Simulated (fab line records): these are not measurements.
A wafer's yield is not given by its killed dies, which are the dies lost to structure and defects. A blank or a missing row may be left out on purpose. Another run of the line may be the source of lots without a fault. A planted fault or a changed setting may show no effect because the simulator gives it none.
Split-lot study ; flow n5_finfet ; 21 wafers read from 7 lots, route of 1938 steps

== THE SPLIT ==
At N5_BEOL_M2_ILD_DEP_00 (deposits SiOC from DEMS/O2, target thk 79 nm, time 15.3 s), the setting time_s was moved away from the recipe's 15.3 s on 6 of the 21 wafers read, by -12.9% to -7.8%. For the rest of the wafers, this setting stayed at what the recipe calls for.

There is no step in the file separating the split from the reading.

== THE READING ==
M2_ILD_THK at N5_BEOL_M2_THK_MEAS_01, in nm. Fault-free wafers of this fab line usually give 79.0 nm, standard deviation 1.2 nm.

wafer;tool, chamber at the split;time_s as run, s;against the recipe;M2_ILD_THK, nm;against lot-mates on the recipe
L074.1;pecvd-03, 2;15.3;recipe;78.2;-
L074.2;pecvd-03, 0;15.3;recipe;79.9;-
L074.5;pecvd-03, 0;15.3;recipe;80.6;-
L081.1;pecvd-03, 1;15.3;recipe;77.2;-
L081.5;pecvd-03, 2;15.3;recipe;79.3;-
L081.6;pecvd-03, 1;15.3;recipe;79.6;-
L089.3;pecvd-04, 0;15.3;recipe;77.1;-
L089.5;pecvd-04, 0;15.3;recipe;79.1;-
L089.6;pecvd-04, 2;15.3;recipe;78.5;-
L090.1;pecvd-04, 0;15.3;recipe;77.0;-
L090.2;pecvd-04, 1;14.11;-7.8%;71.1;-5.9
L090.4;pecvd-04, 1;14.11;-7.8%;71.6;-5.4
L091.2;pecvd-03, 0;13.33;-12.9%;69.5;-9.4
L091.3;pecvd-03, 1;15.3;recipe;78.9;-
L091.4;pecvd-03, 0;13.33;-12.9%;69.3;-9.6
L093.1;pecvd-01, 1;13.39;-12.5%;70.6;-9.2
L093.3;pecvd-01, 2;15.3;recipe;79.8;-
L093.4;pecvd-01, 1;13.39;-12.5%;70.9;-8.9
L096.2;pecvd-04, 0;15.3;recipe;79.0;-
L096.3;pecvd-04, 2;15.3;recipe;78.0;-
L096.5;pecvd-04, 1;15.3;recipe;80.2;-

FIT RESULTS
A straight line over all 21 wafers: M2_ILD_THK changes by +0.726 nm for each +1% of time_s; r = +0.96; the points scatter about the line by 1.2 nm.
The same after taking each lot's own level away (the mean of its wafers on the recipe; 21 wafers): +0.731 nm for each +1%; r = +0.98; scatter 0.77 nm.
According to that fit, moving time_s by its largest amount changes the reading by 9.4 nm.
The span of the lots' own levels, 77.00 to 79.80 nm, comes to 2.3 times the standard deviation stated above.
The two slopes are in agreement: the lot-to-lot level therefore moves the slope only a little.
Check: with one of the wafers moved furthest among these (-12.9%) left out of the fit, the line predicts -9.41 nm for it against its lot-mates. It came out at -9.4 nm against them.

== FURTHER SPLITS ON THESE WAFERS ==
These wafers also went through other splits before the reading. Each is held against what the fit with the lots' levels taken away leaves over:
other split on the same wafers;wafers away from the commonest value;r with M2_ILD_THK (lot level and that fit taken away)
N5_GATE_CUT_COAT_27 spin_rpm;8;-0.08
N5_MOL_CONTACT_COAG_COAT_103 spin_rpm;10;-0.10
N5_MOL_CONTACT_COAG_ALD_133 ald_cycles;6;+0.01
N5_BEOL_M0_SAQP_MANDREL_ETCH_20 icp_w;8;-0.19
N5_BEOL_M1_VIA_ETCH_34 bias_w;8;+0.13
N5_BEOL_M1_TRENCH_ETCH_37 time_s;5;+0.21

== THE WHOLE CHAIN: every reading that the file lists as answering this split, in the file's order ==
step;what it does;reading;change (the file's fit);r (the file's)
N5_BEOL_M2_ILD_DEP_00;deposits SiOC from DEMS/O2, target thk 79 nm, time 15.3 s;SiOC_of_BEOL_M2_ILD_DEP_00.thk_nm (the simulator's own value, which no gauge read);+0.737 nm for each +1% of the setting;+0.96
N5_BEOL_M2_THK_MEAS_01;;M2_ILD_THK;+0.734 for each +1% of the setting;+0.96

== FILE'S OWN FIT ==
M2_ILD_THK changes by +0.734 nm for each +1% of time_s, r = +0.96.
